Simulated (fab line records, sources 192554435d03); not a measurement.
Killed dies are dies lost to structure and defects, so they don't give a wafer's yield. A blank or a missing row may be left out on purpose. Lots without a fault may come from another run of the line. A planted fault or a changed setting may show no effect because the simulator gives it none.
fab line records | flow n5_finfet | part 1 of 2: steps 1 to 4 of 6
record lots=18 wafers=54 last_day=17
route steps=1938 shown FIN_SAQP@144 FIN_CUT@166 STI_FIN_REVEAL@191
lots that met no fault: from a run of the same line without faults
start_h: hours from the record's first day to the start of the lot's first wafer shown | wait_h: hours since the lot's step before | " the same as in the row above | L1.1+2: a row that stands for several wafers | - no value, or no start given | * or withheld: withheld | < > ~ a bound
route shown NAME@n: a module of which the file shows steps, and the number in the route of the first | usual: mean/standard deviation of fault-free wafers | same: alike in all rows | chamber/n: place in a boat | sites: the reading at each site | _std_site: their standard deviation | _edge_site: outer sites' mean less inner sites' | radius_mm: how far each site lies from the wafer's centre | mask NAME#n: copy n | behind: the tool/chamber that last shaped the wafer | hold: why the lot was held/for how many hours/how that ended | device: the transistor (n, p or np) that didn't switch | end of line: the same wafers' tests at the end of the route | a step without rows: its recipe alone | killed: dies lost to structure and defects at the first sort, not the wafer's yield | map: a wafer's dies, x killed, . not, _ none there
set.NAME: the setting as run; set.NAME@STEP: as run at that earlier step | model.NAME: the simulator's own value behind a step, which no gauge read
steps of the route over a sample of lots; a table a step, a row a wafer
services: from which hour (start_h, from the record's first day; less than 0 if before it) a tool's chamber was out of use, for how many hours, and why
## steps
# step N5_FIN_SAQP_STRIP_77
# recipe chemistry=N2/H2 time_s=90 power_w=100 temp_c=40 pressure_mtorr=100 rf_frequency_hz=6e+07 bias_power_w=3 n2_flow_sccm=300 h2_flow_sccm=300
# usual bias_power_w=3.000/0.009 drypump_motor_current_A=5.7/0.41 n2_flow_sccm=299.8/0.93 oes_product_au=0.75/0.07 rf_vpp_V=45.4/0.93 showerhead_plenum_p_Torr=3.37/0.11 throttle_valve_pct=12.34/0.27
# columns lot.wafer tool chamber start_h wait_h bias_power_w drypump_motor_current_A n2_flow_sccm oes_product_au rf_hours_counter_h rf_vpp_V showerhead_plenum_p_Torr throttle_valve_pct
L074.3 rie_diel-01 0 25.80 0.0 3.014 5.5 301.1 0.78 125 46.3 3.53 12.25
L074.5 " 3 " " 3.009 5.5 298.6 0.77 - 46.2 3.36 12.10
L074.6 " 0 " " 3.009 5.5 301.7 0.78 - 46.1 3.53 12.24
L075.1 rie_diel-01 3 32.58 0.0 2.998 5.5 299.9 0.78 146 46.1 3.36 12.09
L075.2 " 1 " " 2.998 5.3 300.1 0.74 170 45.3 3.23 12.64
L075.6 " 1 " " 3.003 5.3 300.2 0.74 - 45.4 3.23 12.63
L076.4 rie_diel-01 3 37.81 0.0 2.999 5.5 300.7 0.77 148 43.8 3.36 12.10
L076.5 " 0 " " 2.999 5.5 299.9 0.78 - 44.8 3.53 12.25
L076.6 " 3 " " 2.993 5.5 301.2 0.78 - 44.9 3.36 12.11
L078.3 rie_diel-06 0 50.28 0.0 2.996 6.5 299.7 0.81 90 45.1 3.28 12.05
L078.4 " 1 " " 3.016 5.5 300.2 0.71 227 45.8 3.34 12.32
L078.6 " 2 " " 2.998 5.3 301.2 0.71 - 44.3 3.47 12.40
L079.2 rie_diel-06 2 55.70 0.0 3.014 5.4 300.9 0.71 213 46.6 3.47 12.40
L079.3 " 3 " " 3.002 5.5 300.1 0.68 237 45.8 3.33 12.83
L079.4 " 3 " " 3.010 5.6 300.1 0.68 - 45.7 3.33 12.81
L081.1 rie_diel-03 1 67.88 0.0 2.995 5.7 300.1 0.71 209 45.9 3.51 12.72
L081.4 " 2 " " 2.991 5.7 301.2 0.70 231 45.1 3.20 12.64
L081.5 " 3 " " 3.011 6.7 300.6 0.88 - 46.0 3.55 11.77
L082.1 rie_diel-06 3 76.80 0.0 2.992 5.5 301.2 0.67 242 45.2 3.32 12.84
L082.3 " 2 " " 2.994 5.3 300.2 0.71 219 47.1 3.47 12.41
L082.4 " 0 " " 3.000 6.5 299.4 0.80 94 46.8 3.28 12.05
L083.3 rie_diel-06 1 80.68 0.0 2.997 5.5 299.7 0.71 235 44.8 3.34 12.32
L083.5 " 0 " " 2.994 6.5 300.7 0.81 - 44.8 3.28 12.07
L083.6 " 1 " " 3.009 5.5 300.1 0.71 - 46.4 3.34 12.32
L084.2 rie_diel-01 0 86.82 0.0 3.003 5.5 299.3 0.76 144 45.2 3.52 12.29
L084.3 " 3 " " 3.011 5.5 300.2 0.76 164 44.1 3.35 12.14
L084.5 " 3 " " 3.000 5.5 300.0 0.76 - 46.1 3.35 12.15
L086.1 rie_diel-03 3 102.41 0.0 3.007 6.6 299.2 0.86 46 46.1 3.55 11.80
L086.5 " 1 " " 3.002 5.7 300.8 0.70 - 46.5 3.50 12.74
L086.6 " 2 " " 2.981 5.7 299.6 0.69 - 45.5 3.19 12.69
L088.1 rie_diel-03 0 109.81 0.0 2.990 5.3 300.7 0.75 159 45.6 3.23 12.29
L088.5 " 0 " " 3.003 5.3 299.6 0.75 - 45.0 3.23 12.29
L088.6 " 1 " " 3.001 5.7 298.9 0.70 - 44.3 3.50 12.75
L089.2 rie_diel-06 2 116.23 0.0 3.006 5.4 300.2 0.70 231 45.5 3.46 12.44
L089.5 " 1 " " 3.019 5.5 300.0 0.70 - 45.4 3.33 12.37
L089.6 " 2 " " 2.994 5.3 299.0 0.71 - 46.5 3.46 12.45
L090.1 rie_diel-01 1 123.65 0.0 3.000 5.4 299.4 0.72 197 44.3 3.22 12.70
L090.3 " 2 " " 2.985 5.9 298.2 0.70 183 44.8 3.37 12.32
L090.4 " 0 " " 3.007 5.5 300.1 0.75 156 46.1 3.51 12.31
L091.1 rie_diel-03 1 128.91 0.0 3.001 5.7 301.3 0.69 230 45.4 3.50 12.77
L091.2 " 0 " " 2.995 5.3 298.6 0.74 163 44.0 3.23 12.29
L091.3 " 3 " " 2.999 6.6 299.4 0.84 55 45.3 3.54 11.84
L092.1 rie_diel-01 3 134.80 0.0 3.000 5.5 300.5 0.74 180 45.2 3.34 12.18
L092.4 " 1 " " 2.998 5.3 300.5 0.71 200 44.8 3.22 12.72
L092.6 " 3 " " 2.985 5.5 299.7 0.75 - 44.5 3.34 12.17
L093.1 rie_diel-01 3 139.94 0.0 3.024 5.5 299.2 0.74 182 44.4 3.34 12.18
L093.2 " 2 " " 3.010 5.8 298.3 0.70 190 45.0 3.37 12.32
L093.4 " 1 " " 3.007 5.4 299.5 0.72 202 46.1 3.22 12.71
L094.1 rie_diel-06 0 145.47 0.0 2.989 6.5 299.6 0.78 118 46.8 3.27 12.12
L094.5 " 3 " " 2.999 5.5 298.5 0.95 - 45.3 3.32 12.21
L094.6 " 0 " " 3.002 6.5 298.2 0.78 - 44.6 3.27 12.13
L095.3 rie_diel-03 1 152.15 0.0 3.021 5.7 299.5 0.69 239 45.6 3.49 12.78
L095.5 " 2 " " 2.980 5.7 300.2 0.97 - 45.9 3.59 12.06
L095.6 " 3 " " 3.008 6.6 297.6 0.83 - 45.4 3.54 11.86
# step N5_FIN_CUT_DESCUM_13
# recipe chemistry=O2 time_s=7 source_power_w=50 bias_power_w=20 pressure_mtorr=20 rf_frequency_hz=2.712e+07 temp_c=40 resist=CAR-EUV o2_flow_sccm=225
# usual bias_power_w=20.00/0.056 drypump_motor_current_A=5.6/0.46 oes_product_au=0.79/0.098 rf_vpp_V=243.1/1.5 showerhead_plenum_p_Torr=2.08/0.079 throttle_valve_pct=20.55/0.18
# columns lot.wafer tool chamber start_h wait_h bias_power_w drypump_motor_current_A oes_product_au rf_hours_counter_h rf_vpp_V showerhead_plenum_p_Torr throttle_valve_pct
L074.3 rie_diel-02 3 26.80 0.0 19.98 5.7 0.69 235 243.1 2.06 20.76
L074.5 " 3 " " 20.02 5.7 0.69 - 241.6 2.06 20.77
L074.6 " 2 " " 20.01 5.8 0.68 - 242.0 1.97 20.62
L075.1 rie_diel-02 3 33.47 0.1 20.10 5.7 0.70 238 242.3 2.06 20.76
L075.2 " 1 " " 20.10 5.1 0.68 227 243.0 2.06 20.74
L075.6 " 3 " " 20.09 5.7 0.69 - 242.0 2.06 20.76
L076.4 rie_diel-05 0 38.68 0.0 20.01 5.4 0.72 188 241.3 1.98 20.41
L076.5 " 2 " " 20.00 5.5 0.86 - 241.1 2.04 20.44
L076.6 " 1 " " 19.99 6.3 0.73 - 243.2 2.10 20.70
L078.3 rie_diel-02 2 51.32 0.2 20.05 5.8 0.96 2 246.1 2.23 20.29
L078.4 " 3 " " 19.99 5.7 0.68 244 241.7 2.06 20.76
L078.6 " 0 " " 20.09 5.7 0.74 - 242.5 2.10 20.67
L079.2 rie_diel-05 3 56.62 0.1 20.07 5.9 0.94 11 244.4 2.23 20.22
L079.3 " 1 " " 20.01 6.3 0.73 163 242.5 2.10 20.72
L079.4 " 2 " " 19.93 5.5 0.86 55 242.7 2.04 20.46
L081.1 rie_diel-04 2 68.75 0.0 20.01 6.2 0.95 3 244.8 2.21 20.46
L081.4 " 1 " " 19.98 5.2 0.73 191 244.2 2.06 20.37
L081.5 " 2 " " 20.08 6.2 0.95 - 244.6 2.21 20.46
L082.1 rie_diel-04 0 77.83 0.0 19.98 4.8 0.69 231 242.4 1.98 20.63
L082.3 " 2 " " 20.10 6.2 0.93 6 246.1 2.21 20.49
L082.4 " 1 " " 19.96 5.2 0.73 193 243.1 2.06 20.36
L083.3 rie_diel-02 0 81.68 0.0 19.95 5.7 0.73 161 242.2 2.10 20.69
L083.5 " 0 " " 19.87 5.7 0.73 - 243.3 2.10 20.70
L083.6 " 2 " " 20.01 5.8 0.93 - 243.4 2.23 20.30
L084.2 rie_diel-02 1 88.10 0.3 19.94 5.1 0.66 244 241.3 2.05 20.75
L084.3 " 0 " " 20.00 5.8 0.73 164 242.6 2.10 20.69
L084.5 " 0 " " 20.06 5.7 0.73 - 242.9 2.10 20.69
L086.1 rie_diel-05 2 103.40 0.0 19.99 5.6 0.85 65 243.4 2.03 20.48
L086.5 " 1 " " 20.00 6.3 0.72 - 243.9 2.09 20.73
L086.6 " 2 " " 20.00 5.5 0.85 - 241.8 2.03 20.47
L088.1 rie_diel-04 0 110.68 0.0 19.93 4.8 0.68 240 241.5 1.98 20.63
L088.5 " 2 " " 20.00 6.1 0.91 - 245.3 2.21 20.47
L088.6 " 3 " " 19.93 6.2 0.82 - 243.0 2.04 20.80
L089.2 rie_diel-05 0 117.31 0.2 20.08 5.4 0.71 207 240.4 1.98 20.45
L089.5 " 2 " " 19.92 5.5 0.83 - 244.2 2.03 20.50
L089.6 " 1 " " 20.01 6.3 0.71 - 243.1 2.09 20.73
L090.1 rie_diel-05 3 124.59 0.1 20.03 5.9 0.90 27 244.5 2.23 20.26
L090.3 " 1 " " 19.95 6.3 0.71 181 242.8 2.09 20.74
L090.4 " 0 " " 20.06 5.4 0.71 209 241.6 1.98 20.44
L091.1 rie_diel-04 0 129.91 0.0 19.98 4.8 0.68 246 241.5 1.98 20.65
L091.2 " 3 " " 20.06 6.2 0.81 106 241.6 2.04 20.82
L091.3 " 2 " " 19.97 6.1 0.89 22 245.7 2.21 20.50
L092.1 rie_diel-02 2 135.72 0.0 19.95 5.8 0.90 20 244.0 2.23 20.32
L092.4 " 0 " " 20.00 5.7 0.72 - 243.1 2.10 20.70
L092.6 " 3 " " 19.96 5.7 0.98 - 242.9 2.05 20.38
L093.1 rie_diel-02 0 140.81 0.0 20.01 5.7 0.73 175 243.6 2.10 20.71
L093.2 " 2 " " 20.06 5.8 0.88 22 245.6 2.23 20.31
L093.4 " 2 " " 20.09 5.9 0.90 - 245.7 2.23 20.31
L094.1 rie_diel-04 3 146.33 0.0 19.99 6.2 0.80 108 241.8 2.04 20.83
L094.5 " 1 " " 20.07 5.2 0.72 - 243.8 2.06 20.39
L094.6 " 2 " " 19.89 6.2 0.88 - 246.3 2.20 20.50
L095.3 rie_diel-04 2 153.02 0.0 20.01 6.2 0.89 29 245.2 2.20 20.50
L095.5 " 1 " " 19.97 5.2 0.72 - 243.0 2.05 20.42
L095.6 " 3 " " 19.96 6.2 0.81 - 242.5 2.04 20.84
# step N5_FIN_CUT_ETCH_30
# recipe chemistry=N2/H2 target=underlayer target_depth_a=130 mask_material=CAR-EUV time_s=10.4 ion_energy_ev=200 pressure_mtorr=30 source_w=840 bias_w=150 n2_flow_sccm=200 h2_flow_sccm=200 ends=cleared
# usual bias_w=150.0/0.43 drypump_motor_current_A=5.7/0.46 etch_rf_on_time_s=10.39/0.24 n2_flow_sccm=200.0/0.66 oes_product_au=0.68/0.085 rf_vpp_V=523.6/2.9 showerhead_plenum_p_Torr=2.54/0.097 throttle_valve_pct=18.04/0.19
# columns lot.wafer tool chamber start_h wait_h bias_w drypump_motor_current_A etch_rf_on_time_s n2_flow_sccm oes_product_au rf_hours_counter_h rf_vpp_V showerhead_plenum_p_Torr throttle_valve_pct
L074.3 rie_diel-02 3 26.83 0.0 149.6 5.7 10.41 201.9 0.59 235 524.0 2.52 18.40
L074.5 " 3 " " 149.9 5.7 10.33 200.7 0.59 - 525.0 2.52 18.40
L074.6 " 2 " " 149.5 5.8 10.31 200.1 0.58 - 520.5 2.40 18.20
L075.1 rie_diel-02 3 33.51 0.0 150.2 5.7 10.27 199.9 0.60 238 524.0 2.52 18.43
L075.2 " 1 " " 150.7 5.1 10.20 198.4 0.59 227 524.4 2.51 18.25
L075.6 " 3 " " 150.2 5.7 10.30 200.5 0.60 - 522.2 2.52 18.41
L076.4 rie_diel-05 0 38.71 0.0 149.3 5.4 10.30 199.1 0.62 188 520.8 2.44 18.15
L076.5 " 2 " " 150.2 5.6 10.29 199.1 0.74 - 523.2 2.48 17.82
L076.6 " 1 " " 150.7 6.3 10.90 201.4 0.61 - 523.3 2.56 18.23
L078.3 rie_diel-02 2 51.36 0.0 150.1 5.8 10.28 200.4 0.83 2 528.8 2.72 17.79
L078.4 " 3 " " 150.2 5.7 10.36 199.8 0.60 244 520.4 2.52 18.42
L078.6 " 0 " " 149.8 5.8 10.51 199.4 0.63 - 522.1 2.55 18.04
L079.2 rie_diel-05 3 56.65 0.0 151.0 5.9 10.38 201.0 0.79 11 527.6 2.72 17.66
L079.3 " 1 " " 149.0 6.3 11.08 199.9 0.60 163 522.3 2.56 18.21
L079.4 " 2 " " 149.5 5.5 10.48 199.5 0.71 55 521.6 2.48 17.85
L081.1 rie_diel-04 2 68.78 0.0 150.4 6.2 10.24 200.2 0.81 3 529.4 2.71 17.99
L081.4 " 1 " " 149.7 5.2 10.60 200.1 0.62 191 523.2 2.52 17.83
L081.5 " 2 " " 150.2 6.1 10.23 199.8 0.82 - 527.0 2.71 17.99
L082.1 rie_diel-04 0 77.87 0.0 150.3 4.8 10.57 201.0 0.58 231 519.8 2.41 18.05
L082.3 " 2 " " 149.6 6.1 10.14 201.3 0.80 6 530.0 2.71 18.00
L082.4 " 1 " " 151.1 5.2 10.63 200.3 0.61 193 523.7 2.52 17.82
L083.3 rie_diel-02 0 81.72 0.0 151.0 5.8 10.50 200.7 0.64 161 522.2 2.55 18.05
L083.5 " 0 " " 150.2 5.8 10.49 199.9 0.64 - 522.6 2.55 18.05
L083.6 " 2 " " 150.2 5.9 10.35 199.5 0.79 - 527.7 2.72 17.82
L084.2 rie_diel-02 1 88.14 0.0 149.9 5.1 10.20 199.3 0.58 244 522.4 2.50 18.29
L084.3 " 0 " " 149.9 5.7 10.27 200.0 0.63 164 525.2 2.54 18.07
L084.5 " 0 " " 150.0 5.8 10.44 199.8 0.63 - 523.6 2.54 18.07
L086.1 rie_diel-05 2 103.44 0.0 150.6 5.5 10.35 200.2 0.72 65 522.0 2.47 17.87
L086.5 " 1 " " 150.2 6.3 10.99 200.3 0.60 - 524.9 2.55 18.25
L086.6 " 2 " " 150.1 5.5 10.26 200.7 0.72 - 522.6 2.47 17.86
L088.1 rie_diel-04 0 110.72 0.0 149.7 4.8 10.46 199.1 0.58 240 519.8 2.41 18.07
L088.5 " 2 " " 149.2 6.2 10.22 200.0 0.77 - 529.8 2.71 18.02
L088.6 " 3 " " 150.3 6.2 10.36 200.7 0.69 - 520.4 2.48 18.25
L089.2 rie_diel-05 0 117.34 0.0 150.2 5.4 10.20 200.3 0.61 207 521.3 2.43 18.18
L089.5 " 2 " " 149.5 5.5 10.32 199.4 0.71 - 523.1 2.47 17.89
L089.6 " 1 " " 149.3 6.3 11.09 199.8 0.60 - 523.9 2.55 18.25
L090.1 rie_diel-05 3 124.62 0.0 150.3 5.9 10.49 201.4 0.75 28 528.8 2.71 17.68
L090.3 " 1 " " 149.9 6.3 11.11 200.0 0.58 181 524.1 2.55 18.26
L090.4 " 0 " " 149.8 5.4 10.34 199.9 0.60 209 520.4 2.43 18.18
L091.1 rie_diel-04 0 129.94 0.0 150.3 4.8 10.60 200.3 0.57 246 518.6 2.41 18.08
L091.2 " 3 " " 149.8 6.2 10.29 200.1 0.69 106 520.6 2.48 18.25
L091.3 " 2 " " 149.1 6.1 10.22 199.4 0.77 22 528.4 2.70 18.01
L092.1 rie_diel-02 2 135.76 0.0 150.3 5.9 10.24 200.1 0.77 20 529.0 2.71 17.82
L092.4 " 0 " " 149.9 5.8 10.43 200.1 0.63 - 520.9 2.54 18.07
L092.6 " 3 " " 150.6 5.7 9.92 198.9 0.84 - 521.8 2.52 17.99
L093.1 rie_diel-02 0 140.84 0.0 150.7 5.7 10.43 200.0 0.63 175 525.3 2.54 18.08
L093.2 " 2 " " 150.0 5.9 10.39 200.2 0.76 22 528.0 2.71 17.82
L093.4 " 2 " " 150.3 5.8 10.31 200.2 0.77 - 527.1 2.71 17.84
L094.1 rie_diel-04 3 146.37 0.0 149.2 6.2 10.31 200.4 0.68 108 520.8 2.48 18.25
L094.5 " 1 " " 149.9 5.2 10.54 200.0 0.60 - 523.6 2.51 17.86
L094.6 " 2 " " 150.6 6.2 10.15 200.2 0.76 - 529.4 2.70 18.04
L095.3 rie_diel-04 2 153.06 0.0 149.4 6.1 10.22 200.7 0.75 29 527.7 2.70 18.03
L095.5 " 1 " " 150.4 5.1 10.73 199.0 0.59 - 524.3 2.51 17.86
L095.6 " 3 " " 149.7 6.2 10.44 199.2 0.69 - 520.5 2.48 18.27
# step N5_FIN_CUT_CUT_ETCH_28
# recipe chemistry=HBr/Cl2/O2 target=Si target_depth_a=60 mask_material=SOC time_s=2.4 ion_energy_ev=* bias_w=* pressure_mtorr=10 icp_w=800 HBr_flow_sccm=150 Cl2_flow_sccm=80 O2_flow_sccm=12
# usual bias_w=* drypump_motor_current_A=5.8/0.42 oes_product_au=0.995/0.012 throttle_valve_pct=37.32/0.24
# columns lot.wafer tool chamber start_h wait_h bias_w drypump_motor_current_A oes_product_au rf_hours_counter_h throttle_valve_pct
L074.3 rie_si-04 2 27.48 0.0 * 6.2 0.993 158 37.42
L074.5 " 0 " " * 5.9 0.992 - 37.20
L074.6 " 1 " " * 5.4 1.020 - 37.01
L075.1 rie_si-05 2 34.16 0.0 * 5.6 0.999 182 37.29
L075.2 " 3 " " * 5.6 1.018 143 37.30
L075.6 " 1 " " * 6.4 0.972 - 37.40
L076.4 rie_si-04 1 39.38 0.0 * 5.4 1.017 65 37.03
L076.5 " 1 " " * 5.5 1.014 - 37.03
L076.6 " 0 " " * 5.9 0.994 - 37.18
L078.3 rie_si-02 2 52.37 0.0 * 5.2 1.003 115 37.61
L078.4 " 3 " " * 6.1 0.995 4 37.68
L078.6 " 1 " " * 5.8 0.995 - 37.69
L079.2 rie_si-05 2 57.30 0.0 * 5.6 0.993 182 37.29
L079.3 " 3 " " * 5.7 1.009 144 37.31
L079.4 " 3 " " * 5.7 1.006 - 37.31
L081.1 rie_si-02 1 69.43 0.0 * 5.8 0.998 94 37.70
L081.4 " 0 " " * 5.4 1.003 57 37.61
L081.5 " 1 " " * 5.8 0.993 - 37.71
L082.1 rie_si-05 1 78.52 0.0 * 6.4 0.974 132 37.41
L082.3 " 0 " " * 6.4 0.972 76 36.99
L082.4 " 2 " " * 5.6 0.995 183 37.29
L083.3 rie_si-04 1 82.37 0.0 * 5.4 1.018 65 37.02
L083.5 " 1 " " * 5.4 1.016 - 37.04
L083.6 " 0 " " * 5.9 0.988 - 37.20
L084.2 rie_si-05 1 88.79 0.0 * 6.4 0.978 132 37.40
L084.3 " 0 " " * 6.4 0.982 76 37.01
L084.5 " 2 " " * 5.6 1.001 - 37.29
L086.1 rie_si-05 0 104.39 0.0 * 6.4 0.982 77 37.01
L086.5 " 0 " " * 6.4 0.983 - 37.00
L086.6 " 3 " " * 5.7 1.007 - 37.30
L088.1 rie_si-05 2 111.37 0.0 * 5.6 1.003 183 37.29
L088.5 " 2 " " * 5.6 1.001 - 37.30
L088.6 " 3 " " * 5.6 1.000 - 37.30
L089.2 rie_si-05 1 117.99 0.0 * 6.4 0.980 132 37.42
L089.5 " 3 " " * 5.6 1.015 - 37.30
L089.6 " 2 " " * 5.6 0.993 - 37.28
L090.1 rie_si-04 2 125.27 0.0 * 6.2 0.987 159 37.45
L090.3 " 1 " " * 5.5 1.016 66 37.01
L090.4 " 0 " " * 5.9 0.998 6 37.23
L091.1 rie_si-05 0 130.59 0.0 * 6.4 0.981 77 37.01
L091.2 " 1 " " * 6.4 0.979 133 37.41
L091.3 " 2 " " * 5.6 1.000 184 37.29
L092.1 rie_si-05 2 136.42 0.0 * 5.6 0.991 184 37.29
L092.4 " 3 " " * 5.6 1.015 145 37.29
L092.6 " 0 " " * 6.4 0.981 - 37.00
L093.1 rie_si-02 2 141.49 0.0 * 5.2 0.998 117 37.59
L093.2 " 3 " " * 6.1 0.986 5 37.66
L093.4 " 1 " " * 5.8 0.995 95 37.69
L094.1 rie_si-05 3 147.02 0.0 * 5.7 1.009 145 37.30
L094.5 " 1 " " * 6.4 0.978 - 37.42
L094.6 " 2 " " * 5.6 0.996 - 37.30
L095.3 rie_si-05 0 153.73 0.0 * 6.4 0.977 78 37.00
L095.5 " 0 " " * 6.4 0.979 - 37.00
L095.6 " 3 " " * 5.7 1.008 - 37.31
